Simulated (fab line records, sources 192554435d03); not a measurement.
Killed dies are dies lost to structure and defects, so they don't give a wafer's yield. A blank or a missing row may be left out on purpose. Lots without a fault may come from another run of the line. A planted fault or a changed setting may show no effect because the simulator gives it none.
Which tool did it? | flow n5_finfet | 10 lots, 30 wafers sampled, at 6 steps of a route of 1938

WHAT THE GAUGES READ, wafer by wafer
N5_BEOL_M15_INSPECT_55: inspects for defects (darkfield).
lot  | measured     | on                | raw_defect_count
L997 | day 11 19:55 | defect_inspect-02 | 111 80 187
L100 | day 13 12:36 | defect_inspect-01 | 63 94 75
L101 | day 13 17:17 | defect_inspect-02 | 105 98 81
L102 | day 14 13:14 | defect_inspect-01 | 61 64 52
L107 | day 15 07:35 | defect_inspect-02 | 84 67 99
L114 | day 16 11:22 | defect_inspect-02 | 63 84 72
L112 | day 16 14:14 | defect_inspect-02 | 80 91 1020
L115 | day 17 10:38 | defect_inspect-02 | 61 63 73
L118 | day 18 03:32 | defect_inspect-01 | 68 55 30
L117 | day 18 17:34 | defect_inspect-02 | 82 81 71

N5_MIM_TOP_LITHO_INSPECT_12: inspects for defects (macro).
lot  | measured     | on                | raw_defect_count
L997 | day 12 00:34 | defect_inspect-02 | 4 3 1
L100 | day 13 16:44 | defect_inspect-02 | 1 1 2
L101 | day 13 20:11 | defect_inspect-02 | 2 2 1
L102 | day 14 17:23 | defect_inspect-01 | 1 4 3
L107 | day 15 12:10 | defect_inspect-01 | 1 4 4
L114 | day 16 17:08 | defect_inspect-01 | 2 2 3
L112 | day 16 18:10 | defect_inspect-01 | 5 1 >300
L115 | day 17 13:32 | defect_inspect-01 | 2 2 3
L118 | day 18 08:31 | defect_inspect-02 | 3 3 4
L117 | day 18 23:45 | defect_inspect-01 | 0 1 3

WHICH TOOL RAN EACH LOT (tool, then ch and the chambers of the sampled wafers, then the start)
lot  | N5_BEOL_M15_STRIP_37                          | N5_BEOL_M15_ANNEAL_48            | N5_BEOL_M15_DEP_53              | N5_PASSIVATION_PECVD_00
L997 | rie_diel-03 ch 0,2,3, day 11 19:13 or earlier | rtp_anneal-02 ch 0, day 11 19:13 | pecvd-01 ch 1,2, day 11 19:50   | pecvd-04 ch 0,2, day 11 20:55
L100 | rie_diel-05 ch 1,3, day 13 11:53 or earlier   | rtp_anneal-01 ch 0, day 13 11:53 | pecvd-03 ch 0,2, day 13 12:31   | pecvd-04 ch 0,2, day 13 13:35
L101 | rie_diel-06 ch 1,3, day 13 16:35 or earlier   | rtp_anneal-02 ch 0, day 13 16:35 | pecvd-04 ch 0,1,2, day 13 17:11 | pecvd-02 ch 0,2, day 13 18:16
L102 | rie_diel-06 ch 0,1, day 14 12:34 or earlier   | rtp_anneal-02 ch 0, day 14 12:34 | pecvd-01 ch 0,1, day 14 13:08   | pecvd-02 ch 1,2, day 14 14:13
L107 | rie_diel-06 ch 1,2,3, day 15 06:59 or earlier | rtp_anneal-02 ch 0, day 15 06:59 | pecvd-01 ch 0,1,2, day 15 07:31 | pecvd-01 ch 0,1,2, day 15 08:35
L114 | rie_diel-05 ch 0,1, day 16 10:36 or earlier   | rtp_anneal-02 ch 0, day 16 10:36 | pecvd-03 ch 0,1, day 16 11:16   | pecvd-02 ch 0,1, day 16 12:35
L112 | rie_diel-05 ch 2,3, day 16 13:29 or earlier   | rtp_anneal-01 ch 0, day 16 13:29 | pecvd-01 ch 0,1,2, day 16 14:09 | pecvd-04 ch 1,2, day 16 15:14
L115 | rie_diel-03 ch 0,1,3, day 17 09:53 or earlier | rtp_anneal-01 ch 0, day 17 09:53 | pecvd-03 ch 0,1,2, day 17 10:33 | pecvd-02 ch 0,1, day 17 11:38
L118 | rie_diel-05 ch 2,3, day 18 02:46 or earlier   | rtp_anneal-01 ch 0, day 18 02:46 | pecvd-04 ch 0,2, day 18 03:25   | pecvd-04 ch 2, day 18 04:31
L117 | rie_diel-05 ch 2,3, day 18 16:56 or earlier   | rtp_anneal-02 ch 0, day 18 16:56 | pecvd-03 ch 0,1,2, day 18 17:29 | pecvd-02 ch 0,1, day 18 19:31
- N5_BEOL_M15_STRIP_37: strips in O2.
- N5_BEOL_M15_ANNEAL_48: time 90 s.
- N5_BEOL_M15_DEP_53: deposits SiCN from 3MS/NH3, target thk 50 nm, time 17.8 s.
- N5_PASSIVATION_PECVD_00: deposits SiO2 from SiH4/N2O, target thk 200 nm, time 11.2 s.

WHAT THE TOOLS THEMSELVES READ (means of the sampled wafers that have a number; where no wafer has one, the mark that the record gives instead)
N5_BEOL_M15_STRIP_37.
lot  | tool        | drypump_motor_current_A (A) | oes_product_au (a.u.) | rf_vpp_V (V) | showerhead_plenum_p_Torr (Torr) | throttle_valve_pct (%)
L997 | rie_diel-03 | 5.8                         | 0.77                  | 3.5          | 2.10                            | 16.59
L100 | rie_diel-05 | 5.1                         | 0.80                  | 3.5          | 2.05                            | 16.48
L101 | rie_diel-06 | 5.3                         | 0.90                  | 3.3          | 2.11                            | 16.57
L102 | rie_diel-06 | 5.6                         | 0.81                  | 4.0          | 2.17                            | 16.67
L107 | rie_diel-06 | 5.5                         | 0.83                  | 3.2          | 2.12                            | 16.67
L114 | rie_diel-05 | 4.9                         | 0.85                  | 3.6          | 2.03                            | 16.54
L112 | rie_diel-05 | 5.5                         | 0.73                  | 3.8          | 2.08                            | 16.69
L115 | rie_diel-03 | 5.6                         | 0.76                  | 3.2          | 2.07                            | 16.68
L118 | rie_diel-05 | 5.7                         | 0.74                  | 3.7          | 2.08                            | 16.86
L117 | rie_diel-05 | 5.7                         | 0.74                  | 4.0          | 2.08                            | 16.86

N5_BEOL_M15_ANNEAL_48.
lot  | tool          | wafer_temp_C_max
L997 | rtp_anneal-02 | 226.7
L100 | rtp_anneal-01 | 225.9
L101 | rtp_anneal-02 | 227.0
L102 | rtp_anneal-02 | 226.7
L107 | rtp_anneal-02 | 226.9
L114 | rtp_anneal-02 | 226.5
L112 | rtp_anneal-01 | 226.0
L115 | rtp_anneal-01 | 226.2
L118 | rtp_anneal-01 | 226.1
L117 | rtp_anneal-02 | 226.4

N5_BEOL_M15_DEP_53.
lot  | tool     | rf_fwd_power_W (W) | showerhead_plenum_p_Torr (Torr) | throttle_valve_pct (%)
L997 | pecvd-01 | 668.5              | 4.152                           | 18.2
L100 | pecvd-03 | 667.9              | 4.144                           | 19.3
L101 | pecvd-04 | 666.5              | 4.169                           | 18.2
L102 | pecvd-01 | 669.0              | 4.146                           | 17.6
L107 | pecvd-01 | 664.5              | 4.150                           | 17.9
L114 | pecvd-03 | 667.5              | 4.151                           | 19.6
L112 | pecvd-01 | 667.7              | 4.151                           | 18.0
L115 | pecvd-03 | 668.9              | 4.155                           | 18.8
L118 | pecvd-04 | 667.4              | 4.165                           | 18.0
L117 | pecvd-03 | 669.2              | 4.154                           | 18.7

N5_PASSIVATION_PECVD_00.
lot  | tool     | heater_power_w (W) | rf_fwd_power_W (W) | showerhead_plenum_p_Torr (Torr) | throttle_valve_pct (%)
L997 | pecvd-04 | 725                | 601.6              | 8.17                            | 50.9
L100 | pecvd-04 | 765                | 600.1              | 8.22                            | 51.5
L101 | pecvd-02 | 495                | 602.9              | 8.11                            | 49.9
L102 | pecvd-02 | 511                | 598.3              | 7.98                            | 51.2
L107 | pecvd-01 | 579                | 602.7              | 8.11                            | 51.1
L114 | pecvd-02 | 579                | 604.4              | 8.19                            | 51.5
L112 | pecvd-04 | 645                | 600.6              | 8.22                            | 52.8
L115 | pecvd-02 | 619                | 599.3              | 8.18                            | 51.7
L118 | pecvd-04 | 719                | 600.3              | 8.13                            | 51.5
L117 | pecvd-02 | 570                | 597.6              | 8.18                            | 51.8

THE ANSWER, worked out from the rows above alone
Rule: what is usual is taken from the lots themselves. Put in order of their means at a reading, lots are off if they are a third of the lots or fewer, leave a main group of 4 or more, and stand apart from it by a gap of 3 or more times the standard deviation of the main group's means; of several such gaps the widest counts. A main group whose means are all the same, to the digits that the tables above print for the reading, isn't used. A lot without any number at a reading at which 4 lots or more have one is off too. The other lots that the step has rows for count as sound. The gauges are gone through in route order, then the tools' own readings, and for those a lot's mean is taken as printed above. The first step at which some lot is off is used, and at that step the reading that is off furthest; a lot without a number counts as furthest.
Off: L112, at N5_BEOL_M15_INSPECT_55 (raw_defect_count). The main group: mean 79, standard deviation 21.
A tool fits if, at a process step before that reading, it ran every lot that is off, and no sound lot after the first of them. The gauges at N5_BEOL_M15_INSPECT_55 are tried like those tools. N5_BEOL_M15_STRIP_37 gives no start for some lots, so the hours and the order of its lots are those of N5_BEOL_M15_ANNEAL_48. One fits: pecvd-01 at N5_BEOL_M15_DEP_53. Its last sound lot is L107 (day 15 07:31), its first lot that is off L112 (day 16 14:09): a fault that began between those two fits.

WHAT THE SIMULATOR HAD PUT IN
Chamber particle source: pecvd-01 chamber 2, from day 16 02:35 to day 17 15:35, at N5_BEOL_M15_DEP_53. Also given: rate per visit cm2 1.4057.
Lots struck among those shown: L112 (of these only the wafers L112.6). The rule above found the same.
